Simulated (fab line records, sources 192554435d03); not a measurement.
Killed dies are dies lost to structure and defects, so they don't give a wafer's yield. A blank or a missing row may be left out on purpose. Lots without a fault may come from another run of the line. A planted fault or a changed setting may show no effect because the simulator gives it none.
fab line records | flow n5_finfet
record lots=5 wafers=15 last_day=15
route steps=1938 shown BEOL_M0_SAQP@682 BEOL_M0_CUTY@701 BEOL_M4@1111 PASSIVATION@1936
lots that met no fault: from a run of the same line without faults
start_h: hours from the record's first day to the start of the lot's first wafer shown | wait_h: hours since the lot's step before | " the same as in the row above | L1.1+2: a row that stands for several wafers | - no value, or no start given | * or withheld: withheld | < > ~ a bound
route shown NAME@n: a module of which the file shows steps, and the number in the route of the first | usual: mean/standard deviation of fault-free wafers | same: alike in all rows | chamber/n: place in a boat | sites: the reading at each site | _std_site: their standard deviation | _edge_site: outer sites' mean less inner sites' | radius_mm: how far each site lies from the wafer's centre | mask NAME#n: copy n | behind: the tool/chamber that last shaped the wafer | hold: why the lot was held/for how many hours/how that ended | device: the transistor (n, p or np) that didn't switch | end of line: the same wafers' tests at the end of the route | a step without rows: its recipe alone | killed: dies lost to structure and defects at the first sort, not the wafer's yield | map: a wafer's dies, x killed, . not, _ none there
set.NAME: the setting as run; set.NAME@STEP: as run at that earlier step | model.NAME: the simulator's own value behind a step, which no gauge read
lots at some steps of the route; a table a step, a row a wafer
services: from which hour (start_h, from the record's first day; less than 0 if before it) a tool's chamber was out of use, for how many hours, and why
## steps
# step N5_BEOL_M0_SAQP_COAT_87
# recipe resist=underlayer temp_c=205 time_s=60 spin_rpm=1500 resist_thk_nm=5
# step N5_BEOL_M0_SAQP_COAT_34
# recipe resist=CAR-EUV spin_rpm=1500 resist_thk_nm=30
# step N5_BEOL_M0_SAQP_EBR_36
# recipe solvent=PGMEA ebr_width_mm=1.5
# step N5_BEOL_M0_SAQP_SOFTBAKE_35
# recipe temp_c=110 time_s=60 resist=CAR-EUV
# step N5_BEOL_M0_SAQP_EXPOSE_37
# recipe mask_id=M0_CUT1 na=0.33 source_shape=annular sigma_inner=0.35 sigma_outer=0.8 polarization=unpolarized target_cd_nm=30 dose_mj=44.75
# step N5_BEOL_M0_SAQP_PEB_38
# recipe peb_temp_c=100 peb_time_s=60 resist=CAR-EUV
# step N5_BEOL_M0_SAQP_DEVELOP_39
# recipe develop_time_s=30 developer=TMAH resist=CAR-EUV rinse_liquid=surfactant_rinse dry=air_spin dev_temp_c=23
# step N5_BEOL_M0_SAQP_DESCUM_45
# recipe chemistry=O2 time_s=7 source_power_w=50 bias_power_w=20 pressure_mtorr=20 rf_frequency_hz=2.712e+07 temp_c=40 resist=CAR-EUV o2_flow_sccm=225
# step N5_BEOL_M0_SAQP_ETCH_88
# recipe chemistry=N2/H2 target=underlayer target_depth_a=65 time_s=5.2 ion_energy_ev=200 mask_material=CAR-EUV pressure_mtorr=30 source_w=840 bias_w=150 n2_flow_sccm=200 h2_flow_sccm=200 ends=cleared
# step N5_BEOL_M0_SAQP_ETCH_73
# recipe chemistry=CF4 target=SiARC target_depth_a=195 mask_material=CAR-EUV time_s=32.5 ion_energy_ev=80 pressure_mtorr=40 source_w=545 bias_w=36 Ar_flow_sccm=100 cf4_flow_sccm=100 ends=cleared
# usual bias_w=36.00/0.1 drypump_motor_current_A=5.7/0.33 etch_rf_on_time_s=32.1/0.92 oes_product_au=0.66/0.062 rf_vpp_V=184.0/1.2 showerhead_plenum_p_Torr=2.14/0.068 throttle_valve_pct=15.70/0.18
# columns lot.wafer tool chamber start_h wait_h bias_w drypump_motor_current_A etch_rf_on_time_s oes_product_au rf_hours_counter_h rf_vpp_V showerhead_plenum_p_Torr throttle_valve_pct
L762.1 rie_diel-03 1 139.45 0.0 35.91 6.2 31.6 0.62 176 182.3 2.06 15.82
L762.3 " 0 " " 35.94 5.4 32.1 0.62 184 183.9 2.13 15.75
L762.5 " 1 " " 35.89 6.2 31.6 0.62 - 183.2 2.06 15.81
L768.3 rie_diel-03 2 172.16 0.0 35.95 5.5 32.1 0.80 4 187.0 2.28 15.41
L768.5 " 1 " " 35.73 6.2 31.8 0.62 - 182.8 2.05 15.81
L768.6 " 0 " " 36.20 5.4 32.5 0.61 - 185.6 2.13 15.78
L772.1 rie_diel-03 3 196.64 0.0 35.89 5.2 31.8 0.63 183 184.4 2.14 15.73
L772.3 " 0 " " 35.91 5.4 32.2 0.61 203 185.0 2.12 15.78
L772.5 " 0 " " 35.90 5.4 32.2 0.61 - 183.2 2.12 15.79
L773.1 rie_diel-03 0 205.14 0.0 35.96 5.4 33.0 0.60 205 184.7 2.12 15.78
L773.4 " 3 " " 36.25 5.2 32.5 0.63 186 183.3 2.14 15.73
L773.5 " 1 " " 36.12 6.2 31.8 0.61 - 184.1 2.05 15.84
L774.1 rie_diel-05 0 213.46 0.0 36.01 5.8 30.4 0.67 155 183.6 2.07 15.93
L774.3 " 3 " " 36.01 6.2 33.5 0.74 23 185.4 2.27 15.63
L774.5 " 3 " " 36.08 6.1 33.4 0.75 - 184.6 2.27 15.63
# step N5_BEOL_M0_SAQP_CUT_ETCH_46
# recipe chemistry=N2/H2 target=SOC target_depth_a=1350 overetch_a=270 temp_c=40 time_s=202.5 ion_energy_ev=200 mask_material=SiARC pressure_mtorr=30 source_w=840 bias_w=150 n2_flow_sccm=200 h2_flow_sccm=200
# step N5_BEOL_M0_SAQP_STRIP_74
# recipe chemistry=N2/H2 temp_c=40 n2_flow_sccm=200 h2_flow_sccm=200 rf_frequency_hz=6e+07
# step N5_BEOL_M0_SAQP_STRIP_89
# recipe chemistry=N2/H2 temp_c=40 n2_flow_sccm=200 h2_flow_sccm=200 rf_frequency_hz=6e+07
# step N5_BEOL_M0_SAQP_ALD_48
# recipe material=SiO2 target_thk_a=200 temp_c=100 ald_precursor_family=BDEAS ald_co_reactant=O2-plasma pulse_time_s=1 co_reactant_pulse_time_s=1 purge_time_s=2 co_reactant_purge_time_s=2 ald_cycles=139 pressure_torr=2
# step N5_BEOL_M0_SAQP_ETCH_49
# recipe chemistry=CF4/O2 target_depth_a=370 target=SiO2 pressure_mtorr=40 source_w=535 bias_w=49 Ar_flow_sccm=100 cf4_flow_sccm=100 O2_flow_sccm=10 ion_energy_ev=100
# step N5_BEOL_M0_SAQP_STRIP_75
# recipe chemistry=CF4 resist=SiARC power_w=300 bias_power_w=75 pressure_mtorr=50 cf4_flow_sccm=150 rf_frequency_hz=6e+07
# step N5_BEOL_M0_CUTY_COAT_50
# recipe resist=SiARC temp_c=220 time_s=60 spin_rpm=1500 resist_thk_nm=15
# step N5_BEOL_M0_CUTY_COAT_51
# recipe resist=CAR-ArF-block spin_rpm=1500 resist_thk_nm=150
# step N5_BEOL_M0_CUTY_EBR_52
# recipe solvent=PGMEA ebr_width_mm=1.5
# step N5_BEOL_M0_CUTY_SOFTBAKE_53
# recipe temp_c=110 time_s=60 resist=CAR-ArF-block
# step N5_BEOL_M0_CUTY_EXPOSE_54
# recipe mask_id=M0_ABLK na=1.35 source_shape=conventional sigma_outer=0.8 polarization=unpolarized dose_mj=36
# step N5_BEOL_M0_CUTY_PEB_55
# recipe peb_temp_c=110 peb_time_s=60 resist=CAR-ArF-block
# step N5_BEOL_M0_CUTY_DEVELOP_56
# recipe develop_time_s=30 developer=TMAH resist=CAR-ArF-block rinse_liquid=diw dry=air_spin dev_temp_c=23
# step N5_BEOL_M0_CUTY_INSPECT_59
# recipe mode=adi inspect_instrument=macro
# usual raw_defect_count=2.2/1.4
# columns lot.wafer tool chamber start_h wait_h raw_defect_count
L762.1 defect_inspect-02 - 141.05 0.0 2
L762.3 " - " " 2
L762.5 " - " " 2
L768.3 defect_inspect-01 - 173.47 0.0 >300
L768.5 " - " " >300
L768.6 " - " " >300
L772.1 defect_inspect-02 - 198.07 0.0 >300
L772.3 " - " " >300
L772.5 " - " " >300
L773.1 defect_inspect-02 - 206.32 0.0 >300
L773.4 " - " " >300
L773.5 " - " " >300
L774.1 defect_inspect-02 - 214.97 0.0 1
L774.3 " - " " 3
L774.5 " - " " 1
# step N5_BEOL_M0_CUTY_DESCUM_61
# recipe chemistry=O2 time_s=7.9 source_power_w=50 bias_power_w=20 pressure_mtorr=20 rf_frequency_hz=2.712e+07 temp_c=40 resist=CAR-ArF-block o2_flow_sccm=225
# step N5_BEOL_M4_RC_MEAS_101
# usual DIBL_N=36.6/2.1 DIBL_P=36.3/2.2 IOFF_N=0.16/0.036 IOFF_P=0.21/0.038 ION_N=671/12 ION_P=460/7.5 SS_N=71.8/0.72 SS_P=73.3/0.72 VT_N=250/3.2 VT_P=-250/3.5
# columns lot.wafer tool chamber start_h wait_h DIBL_N[mV/V] DIBL_P[mV/V] IOFF_N[nA/um] IOFF_P[nA/um] ION_N[uA/um] ION_P[uA/um] SS_N[mV/dec] SS_P[mV/dec] VT_N[mV] VT_P[mV]
L762.1 prober-01 0 185.40 0.0 35.3 34.1 0.12 0.16 662 451 71.5 72.3 253 -252
L762.3 " 0 " " 37.1 36.1 0.16 0.19 669 452 71.6 72.5 250 -251
L762.5 " 0 " " 40.3 41.0 0.24 0.28 686 465 72.7 74.6 244 -250
L768.3 prober-01 0 223.83 0.3 36.1 36.4 0.18 0.26 682 473 71.9 72.5 248 -244
L768.5 " 0 " " 35.9 36.6 0.17 0.26 670 460 71.7 73.4 248 -245
L768.6 " 0 " " 36.5 36.7 0.19 0.25 692 476 71.7 73.0 247 -244
L772.1 prober-01 0 243.19 0.6 35.5 36.2 0.14 0.19 665 455 71.9 73.6 252 -251
L772.3 " 0 " " 36.6 36.7 0.16 0.20 659 453 72.2 73.6 248 -256
L772.5 " 0 " " 34.6 34.6 0.13 0.18 653 452 72.0 72.3 254 -256
L773.1 prober-02 0 247.60 0.0 35.6 35.0 0.14 0.17 659 446 71.3 72.3 257 -254
L773.4 " 0 " " 35.8 36.1 0.15 0.18 684 463 71.6 72.8 253 -254
L773.5 " 0 " " 34.9 34.6 0.14 0.16 655 447 71.2 72.5 251 -257
L774.1 prober-01 0 267.45 0.0 37.5 37.2 0.17 0.20 681 459 71.7 73.3 250 -251
L774.3 " 0 " " 38.8 38.7 0.21 0.23 660 453 72.4 73.7 250 -251
L774.5 " 0 " " 37.2 36.5 0.15 0.19 647 445 72.3 73.5 253 -253
# step N5_PASSIVATION_PROBE_49
# usual defect_limited_yield=91.1/1.4 killed_at_M0_to_M3=33/9.1 killed_at_M4_up=14/5.6 killed_at_contacts=13/5.7 killed_at_front_end=42/12 killed_at_other=4/3 killed_dies=105/16 killed_on_rim=13/4 killed_open=69/11 killed_short=34/7.5 sort_bin_5_function=5.2/0.91 sort_bin_6_memory=3.3/0.64 sort_n_pass=1075/16 sort_yield_pct=91.1/1.4
# same gross_dies=1180 killed_at_back_side=0 sort_bin_4_leakage[%]=0 sort_bin_8_speed[%]=0
# columns lot.wafer tool chamber start_h wait_h defect_limited_yield[%] killed_at_M0_to_M3 killed_at_M4_up killed_at_contacts killed_at_front_end killed_at_other killed_dies killed_on_rim killed_open killed_short sort_bin_5_function[%] sort_bin_6_memory[%] sort_n_pass sort_yield_pct[%]
L762.1 prober-01 - 283.76 0.0 91.2 44 2 15 43 0 104 10 65 38 5.8 2.8 1076 91.2
L762.3 prober-01 - 283.86 0.1 90.9 38 6 13 44 6 107 14 72 33 5.6 3.1 1073 90.9
L762.5 prober-01 - 283.96 0.2 90.7 43 17 6 42 2 110 17 69 40 5.3 3.7 1070 90.7
L768.3 prober-01 - 323.15 0.1 89.0 56 12 20 40 2 130 27 52 36 6.8 3.4 1050 89.0
L768.5 prober-01 - 323.25 0.2 84.7 124 4 15 37 1 181 15 50 33 10.0 4.2 999 84.7
L768.6 prober-01 - 323.30 0.3 89.5 61 11 18 29 5 124 24 55 36 6.8 3.0 1056 89.5
L772.1 prober-01 - 344.70 0.0 84.5 103 5 16 52 7 183 22 78 27 10.5 3.7 997 84.5
L772.3 prober-01 - 344.80 0.1 86.8 69 14 20 49 4 156 36 83 37 8.8 3.6 1024 86.8
L772.5 prober-01 - 344.90 0.2 89.1 57 17 13 40 2 129 25 61 33 5.8 4.0 1051 89.1
L773.1 prober-02 - 345.99 0.0 86.0 64 21 17 58 5 165 28 89 43 9.5 4.0 1015 86.0
L773.4 prober-02 - 346.14 0.2 83.7 107 22 10 49 4 192 29 77 39 10.0 5.2 988 83.7
L773.5 prober-02 - 346.19 0.2 83.1 126 17 11 42 3 199 14 66 29 10.2 5.4 981 83.1
# killed by level:class
L762.1 FIN_SAQP:geometric_particle:open=12 BEOL_M2:geometric_particle:open=10 FIN_SAQP:geometric_particle:short=9 MOL_CONTACT_COAG:geometric_particle:open=9 BEOL_M1:geometric_particle:open=7 STI_FIN_REVEAL:geometric_particle:open=6 BEOL_M1:geometric_particle:short=6 BEOL_M0_SAQP:geometric_particle:short=5
L762.3 BEOL_M2:geometric_particle:open=14 MOL_CONTACT_COAG:geometric_particle:open=11 FIN_SAQP:geometric_particle:short=10 FIN_SAQP:geometric_particle:open=9 STI_FIN_REVEAL:geometric_particle:open=9 BEOL_M0_SAQP:geometric_particle:short=7 BEOL_M0_SAQP:geometric_particle:open=7 BEOL_M1:geometric_particle:open=6
L762.5 BEOL_M2:geometric_particle:open=19 BEOL_M0_SAQP:geometric_particle:short=9 FIN_SAQP:geometric_particle:open=7 STI_FIN_REVEAL:geometric_particle:open=7 FIN_SAQP:geometric_particle:short=6 GATE_CUT:geometric_particle:short=6 BEOL_M1:geometric_particle:open=6 BEOL_M4:geometric_particle:open=5
L768.3 BEOL_M0_SAQP:unspecified=40 MOL_CONTACT_COAG:geometric_particle:open=16 FIN_SAQP:geometric_particle:open=7 FIN_SAQP:geometric_particle:short=7 GATE_CUT:geometric_particle:short=6 STARTING-WAFER:geometric_particle:short=6 STI_FIN_REVEAL:geometric_particle:open=5 BEOL_M0_SAQP:geometric_particle:short=5
L768.5 BEOL_M0_SAQP:unspecified=96 MOL_CONTACT_COAG:geometric_particle:open=13 FIN_SAQP:geometric_particle:short=8 STI_FIN_REVEAL:geometric_particle:open=8 BEOL_M0_SAQP:geometric_particle:short=6 BEOL_M2:geometric_particle:open=6 DUMMY_GATE:geometric_particle:open=5 BEOL_M3:geometric_particle:open=5
L768.6 BEOL_M0_SAQP:unspecified=32 MOL_CONTACT_COAG:geometric_particle:open=13 FIN_SAQP:geometric_particle:short=8 BEOL_M0_SAQP:geometric_particle:open=8 GATE_CUT:geometric_particle:short=6 BEOL_M2:geometric_particle:open=6 STI_FIN_REVEAL:geometric_particle:open=5 BEOL_M0_SAQP:geometric_particle:short=5
L772.1 BEOL_M0_SAQP:unspecified=77 FIN_SAQP:geometric_particle:open=18 MOL_CONTACT_COAG:geometric_particle:open=13 STI_FIN_REVEAL:geometric_particle:open=11 FIN_SAQP:geometric_particle:short=6 BEOL_M1:geometric_particle:open=6 BEOL_M3:geometric_particle:open=6 BEOL_M3:geometric_particle:short=5
L772.3 BEOL_M0_SAQP:unspecified=34 STI_FIN_REVEAL:geometric_particle:open=27 MOL_CONTACT_COAG:geometric_particle:open=15 BEOL_M3:geometric_particle:open=12 BEOL_M2:geometric_particle:open=8 BEOL_M0_SAQP:geometric_particle:short=6 MOL_CONTACT_COAG:geometric_particle:short=5 BEOL_M5:geometric_particle:short=5
L772.5 BEOL_M0_SAQP:unspecified=30 STI_FIN_REVEAL:geometric_particle:open=10 BEOL_M2:geometric_particle:open=9 MOL_CONTACT_COAG:geometric_particle:open=8 BEOL_M3:geometric_particle:open=8 BEOL_M4:geometric_particle:open=8 MOL_CONTACT_COAG:geometric_particle:short=5 BEOL_M4:geometric_particle:short=5
L773.1 BEOL_M0_SAQP:unspecified=31 STI_FIN_REVEAL:geometric_particle:open=22 MOL_CONTACT_COAG:geometric_particle:open=11 FIN_SAQP:geometric_particle:open=10 BEOL_M0_SAQP:geometric_particle:open=9 BEOL_M4:geometric_particle:open=9 BEOL_M0_SAQP:geometric_particle:short=7 BEOL_M3:geometric_particle:open=6
L773.4 BEOL_M0_SAQP:unspecified=73 STI_FIN_REVEAL:geometric_particle:open=15 BEOL_M4:geometric_particle:open=11 BEOL_M0_SAQP:geometric_particle:short=9 STARTING-WAFER:geometric_particle:open=8 MOL_CONTACT_COAG:geometric_particle:open=7 FIN_SAQP:geometric_particle:short=6 BEOL_M1:geometric_particle:short=6
L773.5 BEOL_M0_SAQP:unspecified=101 STI_FIN_REVEAL:geometric_particle:open=16 GATE_CUT:geometric_particle:short=8 MOL_CONTACT_COAG:geometric_particle:open=8 FIN_SAQP:geometric_particle:open=7 BEOL_M1:geometric_particle:open=7 BEOL_M0_SAQP:geometric_particle:open=6 BEOL_M4:geometric_particle:open=5
# map L768.5 (x killed, . not)
_________________........x...________________
______________.................._____________
___________.......x................__________
__________.....x...................._________
________.............................._______
_______..........x......x..............______
______..............................x..._____
_____..............................x.....____
____.....................................x___
___.x..x..........x...........x.........x.x__
___.....x....x....x.................x....x.__
__.....x.............x...x....x...xxx......._
__.........x.x.............................._
_..x.........................................
_....x...x.......x..x..........x..........x..
_..................x.........................
_..................x....x..............x...x.
_.............x.......................x...x..
_.........x...........x......x.x.....x......x
_.........x..x.x..xx..xx.x...................
_.....xxx...x..xx.............x..............
__........xxxx.xxx.........................._
__..xx..x.xxxxxxxx..x...x.........x...x....._
___....x..xxxxxxxxx..........x.x...x.......__
___x...xxxxxxxxxxx.x......x................__
____.....xxxxxxxx.xxxx.x.................x___
_____...xxxxxxxxxxxxx.........x..........____
______.xxx.xxxxxxxx....................._____
_______.x..xxxxxxx..........x.x.......x______
________xx..xxxxx.x.........x........._______
__________..xxx.x..........x........_________
___________...x........x...........__________
______________x................._____________
_________________x...........________________
# map L772.1 (x killed, . not)
_________________........x...________________
______________................x._____________
___________.x............x.........__________
__________.....x...................._________
________.x..xx...x....x..x.....x......_______
_______.....x................x.........______
______..............................x..._____
_____............................x.x.....____
____........xxx......x..........x....x....___
___....x......x...x.........x.x............__
___....................x......x............__
__......x...........x..x...............x...._
__.....x...................................._
_.......x..........x.....x.....xx..x.......x.
_..x..x.....x.......x...............xx....xx.
_x.....x............x.................x.xxxx.
_.................x.x....x.......xxx.xxxxxx.x
_.........x..........x.....xx........xxxxxxxx
_..................................xxxxxxxxxx
_............x........xx.............xxxxxxxx
_x.......x....x.........x..x..x....xxxxxxxxxx
__.........x..x.............x.......x.xxxxxx_
__.................x....xx...x.....xxxxxxxxx_
___......xx...x.x.........x..x........xxxxx__
___.x................................x.xx.x__
____............x..........x.....x....x..x___
_____....x.............x......x.........x____
______...........x........x..x..x......._____
_______...........................xx...______
________..........x.......x......x...._______
__________..................x....x.._________
___________..............x.........__________
______________....x.x........x.._____________
_________________............________________
## services
# columns tool chamber start_h hours kind
rie_diel-03 2 125.25 - clean
rie_diel-03 2 125.25 - consumable_replace:focus_ring
rie_diel-03 2 125.25 - consumable_replace:showerhead
rie_diel-03 2 125.25 35.9 scheduled_down
rie_diel-03 2 125.25 35.9 vent_cycle
rie_diel-05 3 126.60 - clean
rie_diel-05 3 126.60 - consumable_replace:focus_ring
rie_diel-05 3 126.60 - consumable_replace:showerhead
rie_diel-05 3 126.60 13.2 scheduled_down
rie_diel-05 3 126.60 13.2 vent_cycle
rie_diel-05 2 147.57 7.4 repair
## key
first_sign step=N5_BEOL_M0_CUTY_INSPECT_59 reading=raw_defect_count direction=up sigmas=99+ usual=2.2 struck=>300
effect step=N5_PASSIVATION_PROBE_49 reading=killed_at_M0_to_M3 direction=up sigmas=5.8 usual=33 struck=85
more_kills_born_at N5_BEOL_M0_SAQP_ETCH_73@rie_diel-03=514
met_at N5_BEOL_M0_SAQP_ETCH_73
struck_wafers L768.3,L768.5,L768.6,L772.1,L772.3,L772.5,L773.1,L773.4,L773.5
onset_between 139.45 172.16
fault kind=chamber_particle_source tool=rie_diel-03 chamber=- onset_h=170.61 steps=N5_BEOL_M0_SAQP_ETCH_73 rate_per_visit_cm2=0.47695 end_h=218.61
